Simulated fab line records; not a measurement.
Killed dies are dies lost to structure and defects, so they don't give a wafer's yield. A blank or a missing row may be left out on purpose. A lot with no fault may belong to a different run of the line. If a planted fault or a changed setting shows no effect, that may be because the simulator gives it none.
fab line records	flow n5-finfet
record: lots: 3	wafers: 9	last-day: 20
route steps=1938 shown BEOL_M5@1151 BEOL_M15@1830 PASSIVATION@1936
lots that met no fault: from a run of the same line without faults
start-h: hours from the record's opening day to when the first of the lot's shown wafers began	wait-h: hours from the lot's prior step to this one	" repeats the value in the row above	L1.1+2: several wafers, shown together as one row	- no value, or no start given	* or withheld: withheld	< > ~ a bound
route shown NAME@n: NAME is a module with steps in the file, n the number in the route of the first one	usual: mean/standard deviation of fault-free wafers	same: alike in all rows	chamber/n: place in a boat	sites: the reading at each site	_std_site: standard deviation of those values	_edge_site: inner sites' mean taken away from outer sites' mean	radius-mm: how far each site lies from the wafer's centre	mask NAME#n: copy n	behind: tool/chamber where the wafer was last shaped	hold: what put the lot on hold/how long, in hours/how the hold closed	device: names the non-switching transistor (n, p or np)	end of line: tests of these same wafers at the route's end	a step with no rows: only its recipe	killed: at the first sort, the dies lost to defects and structure; wafer yield is something else	map: shows each die of a wafer: x if killed, . if not, _ if none is there
set.NAME: the setting that was run; set.NAME@STEP: the one run at that earlier step	model.NAME: the simulator's own value behind a step, which no gauge read
lots at selected steps of the route; one table per step, one row per wafer
services: the hour from which a tool's chamber was out of use, counted from the record's first day as start-h (under 0 if before that day), plus the number of hours and why
== steps ==
step: N5_BEOL_M5_DESCUM_33
recipe: chemistry: O2	time-s: 7	source-power-w: 50	bias-power-w: 20	pressure-mtorr: 20	rf-frequency-hz: 2.712e+07	temp-c: 40	resist: CAR-EUV	o2-flow-sccm: 225
step: N5_BEOL_M5_ETCH_75
recipe: chemistry: N2/H2	target: underlayer	target-depth-a: 65	mask-material: CAR-EUV	time-s: 5.2	ion-energy-ev: 200	pressure-mtorr: 30	source-w: 840	bias-w: 150	n2-flow-sccm: 200	h2-flow-sccm: 200	ends: cleared
step: N5_BEOL_M5_ETCH_67
recipe: chemistry: CF4	target: SiARC	target-depth-a: 156	mask-material: CAR-EUV	time-s: 26	ion-energy-ev: 80	pressure-mtorr: 40	source-w: 545	bias-w: 36	Ar_flow_sccm: 100	cf4-flow-sccm: 100	ends: cleared
step: N5_BEOL_M5_ETCH_68
recipe: chemistry: N2/H2	target: SOC	target-depth-a: 800	overetch-a: 160	mask-material: SiARC	temp-c: 40	time-s: 120	ion-energy-ev: 200	pressure-mtorr: 30	source-w: 840	bias-w: 150	n2-flow-sccm: 200	h2-flow-sccm: 200
step: N5_BEOL_M5_STRIP_69
recipe: chemistry: N2/H2	temp-c: 40	n2-flow-sccm: 200	h2-flow-sccm: 200	rf-frequency-hz: 6e+07
step: N5_BEOL_M5_STRIP_76
recipe: chemistry: N2/H2	temp-c: 40	n2-flow-sccm: 200	h2-flow-sccm: 200	rf-frequency-hz: 6e+07
step: N5_BEOL_M5_VIA_ETCH_34
recipe: chemistry: C4F6/O2	target: SiCOH_lowk	target-depth-a: 883	mask-material: SOC	taper-deg: 4	time-s: 39.2	ion-energy-ev: 250	pressure-mtorr: 30	source-w: 345	bias-w: 185	Ar_flow_sccm: 300	C4F6_flow_sccm: 10	O2_flow_sccm: 10
step: N5_BEOL_M5_STRIP_85
recipe: chemistry: C4F6/O2	resist: SiARC	rf-frequency-hz: 6e+07
step: N5_BEOL_M5_STRIP_36
recipe: chemistry: N2/H2	power-w: 450	temp-c: 40	pressure-mtorr: 20	rf-frequency-hz: 6e+07	overash-fraction: 0.3	bias-power-w: 7	h2-frac: 0.5	n2-flow-sccm: 200	h2-flow-sccm: 200
step: N5_BEOL_M5_TRENCH_ETCH_37
recipe: chemistry: C4F6/O2	target-depth-a: 716.52	target: SiCOH_lowk	time-s: 24.7	ion-energy-ev: 250	pressure-mtorr: 30	source-w: 345	bias-w: 185	Ar_flow_sccm: 300	C4F6_flow_sccm: 10	O2_flow_sccm: 10
usual: drypump-motor-current-A: 5.6/0.32	oes_f_703_au: 0.78/0.069	oes_o_777_au: 0.78/0.076	oes-product-au: 0.77/0.065	rf-vpp-V: 663/18	run-length-s: 48.0/0.5	showerhead-plenum-p-Torr: 2.83/0.1	throttle-valve-pct: 20.95/0.21
lot.wafer	tool	chamber	start-h	wait-h	drypump-motor-current-A	oes_f_703_au	oes_o_777_au	oes-product-au	rf-hours-counter-h	rf-vpp-V	run-length-s	showerhead-plenum-p-Torr	throttle-valve-pct	model.etch.depth-nm	model.BEOL_M5.feature-depth-nm
L851.2	rie-diel-06	3	267.67	-	5.8	0.68	0.66	0.69	220	658	47.4	2.82	21.17	71.5	71.6
L851.4	"	0	"	"	5.5	0.89	0.91	0.89	41	651	48.6	2.78	20.58	72.53	72.6
L851.5	"	2	"	"	5.9	0.77	0.80	0.76	-	644	48.0	2.63	20.89	69.48	69.4
L865.1	rie-diel-06	1	337.55	-	5.3	0.76	0.76	0.80	109	698	48.8	2.90	21.22	71.82	71.8
L865.2	"	3	"	"	5.8	0.67	0.65	0.67	241	657	46.9	2.81	21.19	71.11	71.2
L865.3	"	0	"	"	5.5	0.85	0.88	0.85	64	650	45.2	2.77	20.61	61.92	62
L867.1	rie-diel-02	3	344.79	-	5.7	0.67	0.66	0.68	248	654	47.6	2.67	20.99	67.45	67.4
L867.5	"	1	"	"	5.4	0.82	0.81	0.80	-	676	48.1	2.98	20.76	74.66	74.6
L867.6	"	2	"	"	5.5	0.76	0.77	0.71	-	642	47.7	2.82	21.05	72.29	72.2
step: N5_BEOL_M5_ETCH_41
recipe: chemistry: CH3F/O2	target: SiCN	target-depth-a: 315	taper-deg: 2	time-s: 56.7	ion-energy-ev: 120	mask-material: TiN	pressure-mtorr: 30	source-w: 395	bias-w: 75	Ar_flow_sccm: 150	CH3F_flow_sccm: 30	O2_flow_sccm: 20
step: N5_BEOL_M5_STRIP_91
recipe: chemistry: N2/H2	time-s: 10	power-w: 450	temp-c: 40	pressure-mtorr: 20	rf-frequency-hz: 6e+07	bias-power-w: 7	n2-flow-sccm: 200	h2-flow-sccm: 200
step: N5_BEOL_M5_OCD_MEAS_38
usual: trench-depth-nm: 71.3/1.7
lot.wafer	tool	chamber	start-h	wait-h	trench-depth-nm
L851.2	ocd-02	-	267.82	-	71.3
L851.4	"	-	"	"	72.8
L851.5	"	-	"	"	69.4
L865.1	ocd-02	-	337.70	-	72.3
L865.2	"	-	"	"	71.0
L865.3	"	-	"	"	61.9
L867.1	ocd-02	-	344.94	-	67.1
L867.5	"	-	"	"	74.4
L867.6	"	-	"	"	72.0
step: N5_BEOL_M5_HM_STRIP_39
recipe: chemistry: peroxide-tin-strip	material: TiN	target-depth-a: 250	temp-c: 50	time-s: 158
step: N5_BEOL_M5_SRD_40
recipe: time-s: 30	temp-c: 23	rinse-liquid: diw	dry: ipa-marangoni
step: N5_BEOL_M5_PRECLEAN_42
recipe: chemistry: residue-remover	time-s: 60	temp-c: 40
step: N5_BEOL_M5_SRD_43
recipe: time-s: 30	temp-c: 23	rinse-liquid: diw	dry: ipa-marangoni
step: N5_BEOL_M5_CURE_80
recipe: temp-c: 370	time-s: 120	ambient: DMADMS/He	material: SiCOH_lowk
step: N5_BEOL_M5_DEGAS_44
recipe: ambient: vacuum	temp-c: 250	time-s: 60
step: N5_BEOL_M5_PRE_CLEAN_45
recipe: gas: H2/He	time-s: 30	temp-c: 250
step: N5_BEOL_M5_ALD_86
recipe: material: TaN	target-thk-a: *	temp-c: 275	ald-precursor-family: PDMAT	ald-co-reactant: NH3	pressure-torr: 3	carrier-flow-sccm: 1500	pulse-time-s: 2	purge-time-s: 3	co-reactant-purge-time-s: 2	co-reactant-pulse-time-s: 3	ald-cycles: 30	precursor-vessel-temp-c: 75	precursor-vessel-pressure-torr: 26.25	precursor-vessel-carrier-sccm: 1000
step: N5_BEOL_M5_SURFACE_TREAT_87
recipe: gas: Ar	time-s: *	ion-energy-ev: *	ion-current-ma-cm2: 0.5	pressure-mtorr: *	ar-flow-sccm: 30
step: N5_BEOL_M5_CVD_47
recipe: material: Co	target-thk-a: 30	temp-c: withheld	precursor: CCTBA/H2	pressure-torr: 30	time-s: 216
step: N5_BEOL_M5_SPUTTER_48
recipe: material: Cu	target-thk-a: 150	temp-c: -20	chamber-pressure-pa: 0.07	power-w: withheld	time-s: 27.62
step: N5_BEOL_M5_ANNEAL_49
recipe: temp-c: 400	time-s: 1800	ambient: vacuum
step: N5_BEOL_M5_SPUTTER_81
recipe: material: Cu	target-thk-a: 150	temp-c: -20	chamber-pressure-pa: 0.07	power-w: withheld	time-s: 27.62
step: N5_BEOL_M5_ANNEAL_82
recipe: temp-c: 400	time-s: 1800	ambient: vacuum
step: N5_BEOL_M5_SPUTTER_83
recipe: material: Cu	target-thk-a: 150	temp-c: -20	chamber-pressure-pa: 0.07	power-w: withheld	time-s: 27.62
step: N5_BEOL_M5_ANNEAL_84
recipe: temp-c: 400	time-s: 1800	ambient: vacuum
step: N5_BEOL_M5_SPUTTER_88
recipe: material: Cu	target-thk-a: 150	temp-c: -20	chamber-pressure-pa: 0.07	power-w: withheld	time-s: 27.62
step: N5_BEOL_M5_ANNEAL_89
recipe: temp-c: 400	time-s: 1800	ambient: vacuum
step: N5_BEOL_M5_SPUTTER_90
recipe: material: Cu	target-thk-a: 45	temp-c: -20	chamber-pressure-pa: 0.07	power-w: withheld	time-s: 8.29
step: N5_BEOL_M5_ECD_50
recipe: material: Cu	target-thk-a: 3000
step: N5_BEOL_M5_ANNEAL_51
recipe: temp-c: 225	time-s: 90	ambient: N2
step: N5_BEOL_M5_CMP_52
recipe: stop-on: SiCOH_lowk	t-overpolish-s: 6.9	down-force-psi: 1	platen-rpm: 50	clearing-platen-down-force-psi: 1.5	clearing-platen-rpm: 50	post-cmp-clean: cu-alkaline	target-thk-nm: 62	clearing-platen-pad-velocity-m-s: 0.99484	pad-velocity-m-s: 0.99484
usual: barrier-field-endpoint-s: 24.8/0.93	motor-current-A: 6.1/0.73	overpolish-run-s: 6.899/0.0096	pad-life-wafers: 1262/410	time-to-endpoint-s: 62/4.2
lot.wafer	tool	chamber	start-h	wait-h	barrier-field-endpoint-s	motor-current-A	overpolish-run-s	pad-life-wafers	time-to-endpoint-s	model.Cu_of_BEOL_M5_ECD_50.thk-nm
L851.2	cmp-04	2	274.31	0.2	25.4	5.6	6.901	1170	64	62
L851.4	"	3	"	"	25.4	6.4	6.882	1171	68	64.2
L851.5	"	2	"	"	25.6	5.3	6.895	-	64	60.4
L865.1	cmp-02	2	344.53	0.3	24.5	4.9	6.897	648	58	62.8
L865.3	"	3	"	"	24.3	6.2	6.904	649	53	51
L865.2	"	1	"	"	23.1	5.8	6.900	651	58	62.2
L867.1	cmp-02	3	351.37	0.3	23.3	6.0	6.891	720	55	55
L867.6	"	3	"	"	22.1	5.9	6.898	-	55	60.6
L867.5	"	0	"	"	24.6	7.4	6.902	-	65	64.2
step: N5_BEOL_M5_THK_MEAS_53
recipe: thk-meas-gauge: xrf	reads: Cu_of_BEOL_M5_ECD_50
usual: M5_THK: 61.3/2.2
lot.wafer	tool	chamber	start-h	wait-h	M5_THK[nm]
L851.2	film-metro-02	-	274.61	-	61.6
L851.4	"	-	"	"	63.9
L851.5	"	-	"	"	60.4
L865.1	film-metro-02	-	344.82	-	62.4
L865.2	"	-	"	"	61.8
L865.3	"	-	"	"	50.8
L867.1	film-metro-02	-	351.66	-	54.5
L867.5	"	-	"	"	63.4
L867.6	"	-	"	"	59.9
step: N5_BEOL_M5_PRE_CLEAN_77
recipe: gas: NH3/H2	time-s: 15	temp-c: *	rf-power-w: 300
step: N5_BEOL_M5_CO_CAP_78
recipe: material: Co	target-thk-a: 20	temp-c: 200	precursor: CCTBA/H2	pressure-torr: 30	time-s: 102.1
step: N5_BEOL_M5_RS_MEAS_57
recipe: thk-meas-gauge: four-point-probe	reads: Co_of_BEOL_M5_CO_CAP_78+Cu_of_BEOL_M5_ECD_50+Co_of_BEOL_M5_CVD_47+TaN_of_BEOL_M5_ALD_86
usual: M5_RS: 0.390/0.016
lot.wafer	tool	chamber	start-h	wait-h	M5_RS[ohm/sq]
L851.2	film-metro-01	-	274.87	0.1	0.387
L851.4	"	-	"	"	0.370
L851.5	"	-	"	"	0.400
L865.1	film-metro-02	-	345.14	0.0	0.381
L865.2	"	-	"	"	0.385
L865.3	"	-	"	"	0.489
L867.1	film-metro-02	-	351.92	0.0	0.448
L867.5	"	-	"	"	0.371
L867.6	"	-	"	"	0.398
step: N5_BEOL_M15_RC_MEAS_101
usual: COMB_M10: 1.4e-11/2.9e-12	COMB_M11: 1.5e-11/3e-12	COMB_M12: 5.9e-12/1.4e-12	COMB_M13: 4.4e-12/8.8e-13	COMB_M14: 3.4e-12/8.3e-13	COMB_M15: 2.2e-12/5.6e-13	COMB_M15_max_site: 3.3e-12/8.5e-13	COMB_M5: 3.6e-11/6.6e-12	COMB_M6: 2.5e-11/5.3e-12	COMB_M7: 2.4e-11/4.6e-12	COMB_M8: 2.5e-11/5.5e-12	COMB_M9: 1.41e-11/2.9e-12	SERP_M10: 3.06/0.1	SERP_M10_max_site: 3.15/0.1	SERP_M11: 3.11/0.11	SERP_M12: 0.635/0.022	SERP_M13: 0.309/0.0067	SERP_M14: 0.157/0.006	SERP_M5: 40.0/2.3	SERP_M5_max_site: 41.5/2.4	SERP_M6: 13.6/0.73	SERP_M7: 14.0/0.71	SERP_M8: 13.9/0.71	SERP_M9: 3.06/0.11
lot.wafer	tool	chamber	start-h	wait-h	COMB_M10[S/m]	COMB_M11[S/m]	COMB_M12[S/m]	COMB_M13[S/m]	COMB_M14[S/m]	COMB_M15[S/m]	COMB_M15_max_site[S/m]	COMB_M5[S/m]	COMB_M6[S/m]	COMB_M7[S/m]	COMB_M8[S/m]	COMB_M9[S/m]	SERP_M10[ohm/um]	SERP_M10_max_site[ohm/um]	SERP_M11[ohm/um]	SERP_M12[ohm/um]	SERP_M13[ohm/um]	SERP_M14[ohm/um]	SERP_M5[ohm/um]	SERP_M5_max_site[ohm/um]	SERP_M6[ohm/um]	SERP_M7[ohm/um]	SERP_M8[ohm/um]	SERP_M9[ohm/um]
L851.2	prober-01	0	347.11	0.2	1.28e-11	1.7e-11	5.3e-12	4e-12	2.5e-12	2.8e-12	3.6e-12	2.9e-11	1.8e-11	2.9e-11	2.4e-11	1.69e-11	3.15	3.19	3.04	0.655	0.304	0.152	40.6	41.8	12.6	14.2	12.7	2.83
L851.4	"	0	"	"	1.64e-11	1.1e-11	6.8e-12	5.3e-12	3.4e-12	3.4e-12	3.8e-12	3.2e-11	1.7e-11	1.8e-11	2.9e-11	1.71e-11	3.20	3.30	3.08	0.611	0.309	0.170	38.2	40.5	14.0	15.1	13.6	3.27
L851.5	"	0	"	"	1.42e-11	1.5e-11	8.5e-12	4.5e-12	3.1e-12	1.9e-12	3e-12	4.3e-11	2.2e-11	2.1e-11	2.7e-11	1.53e-11	3.07	3.18	3.04	0.612	0.307	0.165	41.9	43.0	13.9	14.7	13.7	3.03
L865.1	prober-02	0	436.99	0.0	1.25e-11	1e-11	5.8e-12	3.9e-12	4.5e-12	2.1e-12	3e-12	3.5e-11	2.1e-11	1.7e-11	3.1e-11	8.5e-12	2.96	3.00	3.12	0.632	0.307	0.152	37.8	39.9	13.9	14.8	13.6	3.28
L865.2	"	0	"	"	1.22e-11	9e-12	6.7e-12	4.3e-12	4.5e-12	2.2e-12	2.7e-12	3e-11	1.8e-11	2.3e-11	2.1e-11	1.02e-11	3.12	3.18	3.24	0.654	0.316	0.149	37.9	39.8	13.0	14.6	13.8	3.20
L865.3	"	0	"	"	1.69e-11	1.3e-11	9e-12	5.7e-12	3.6e-12	1.8e-12	2.4e-12	3.6e-11	2.5e-11	3e-11	2.2e-11	1.93e-11	3.17	3.20	3.30	0.657	0.301	0.164	50.2	51.4	12.8	13.9	12.9	3.08
L867.1	prober-02	0	462.00	0.0	1.62e-11	1.5e-11	5.4e-12	3.9e-12	3.4e-12	2.1e-12	2.7e-12	3.4e-11	3.4e-11	2.3e-11	2.7e-11	1.83e-11	2.92	2.97	3.19	0.629	0.310	0.155	47.4	48.0	13.9	14.6	13.2	3.06
L867.5	"	0	"	"	1.21e-11	9e-12	8.1e-12	6.4e-12	2.3e-12	1.8e-12	3.2e-12	2.8e-11	3.2e-11	2.5e-11	2.6e-11	1.24e-11	3.10	3.16	3.10	0.652	0.314	0.158	35.7	39.2	13.5	13.8	14.1	3.20
L867.6	"	0	"	"	1.54e-11	1.4e-11	6e-12	4.6e-12	2.9e-12	3.7e-12	4.5e-12	3.1e-11	3.5e-11	1.9e-11	2.8e-11	1.84e-11	3.20	3.31	3.14	0.626	0.313	0.157	45.1	45.7	12.4	13.6	13.5	3.26
sites SERP_M5 radius-mm=0,75,75,75,75,140,140,140,140
L851.2 41.2 40.0 41.8 40.6 41.6 37.7 40.8 39.7 39.1
L865.1 37.5 39.9 37.7 37.3 37.8 39.5 37.8 39.3 38.9
L867.1 48.0 47.9 47.4 47.5 47.4 42.9 42.4 43.2 41.9
step: N5_PASSIVATION_PROBE_49
usual: defect-limited-yield: 91.2/1.5	killed_at_M0_to_M3: 36/10	killed_at_M4_up: 14/5.2	killed-at-contacts: 12/6	killed-at-front-end: 37/10	killed-at-other: 4/3.3	killed-dies: 104/18	killed-open: 68/14	killed-short: 34/7.4	sort_bin_5_function: 5.2/1	sort_bin_6_memory: 3.3/0.7	sort_bin_8_speed: 0.01/0.045	sort-n-pass: 1076/18	sort-yield-pct: 91.2/1.5
same: gross-dies: 1180	killed-at-back-side: 0	sort_bin_4_leakage[%]: 0
lot.wafer	tool	chamber	start-h	wait-h	defect-limited-yield[%]	killed_at_M0_to_M3	killed_at_M4_up	killed-at-contacts	killed-at-front-end	killed-at-other	killed-dies	killed-open	killed-short	sort_bin_5_function[%]	sort_bin_6_memory[%]	sort_bin_8_speed[%]	sort-n-pass	sort-yield-pct[%]
L865.3	prober-02	-	460.14	0.1	90.8	51	14	13	29	1	108	68	39	5.6	2.9	0.08	1072	90.8
killed by level:class
L865.3 MOL_CONTACT_COAG:geometric-particle:open=12 BEOL_M2:geometric-particle:open=11 BEOL_M0_SAQP:geometric-particle:short=9 BEOL_M1:geometric-particle:open=9 BEOL_M0_SAQP:geometric-particle:open=8 GATE_CUT:geometric-particle:short=7 FIN_SAQP:geometric-particle:short=6 BEOL_M3:geometric-particle:open=6
== services ==
tool	chamber	start-h	hours	kind
rie-diel-02	0	252.10	6.5	repair
cmp-02	-	259.41	4.0	pm
cmp-02	-	289.59	4.6	pm
cmp-02	-	321.72	0.3	repair
cmp-02	-	328.59	0.6	repair
rie-diel-06	2	331.76	38.5	repair
cmp-04	-	346.47	12.1	pm
rie-diel-02	3	351.50	-	clean
rie-diel-02	3	351.50	-	consumable-replace:focus-ring
rie-diel-02	3	351.50	-	consumable-replace:showerhead
rie-diel-02	3	351.50	17.3	scheduled-down
rie-diel-02	3	351.50	17.3	vent-cycle
== key ==
first-sign: step: N5_BEOL_M5_TRENCH_ETCH_37	reading: run-length-s	direction: down	sigmas: 5.7	usual: *	struck: *
effect: step: N5_BEOL_M5_OCD_MEAS_38	reading: trench-depth-nm	direction: down	sigmas: 5.5	usual: 71.3	struck: 61.9
effect: step: N5_BEOL_M5_THK_MEAS_53	reading: M5_THK	direction: down	sigmas: 4.8	usual: 61.3	struck: 50.8
effect: step: N5_BEOL_M5_RS_MEAS_57	reading: M5_RS	direction: up	sigmas: 6.1	usual: 0.390	struck: 0.489
effect: step: N5_BEOL_M15_RC_MEAS_101	reading: SERP_M5	direction: up	sigmas: 4.4	usual: 40.0	struck: 50.2
model-effect: step: N5_BEOL_M5_TRENCH_ETCH_37	value: etch.depth-nm	without: 71.68	struck: 61.92
model-effect: step: N5_BEOL_M5_CMP_52	value: Cu_of_BEOL_M5_ECD_50.thk-nm	without: 60.8	struck: 51
met-at N5_BEOL_M5_TRENCH_ETCH_37
struck-wafers L865.3
onset-between 267.67 337.55
fault: kind: process-parameter-drift	tool: rie-diel-06	chamber: 0	onset-h: 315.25	steps: N5_BEOL_M5_TRENCH_ETCH_37	channel: time-s	offset: *	shape: step	end-h: 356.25	acts-in: *	stated: *
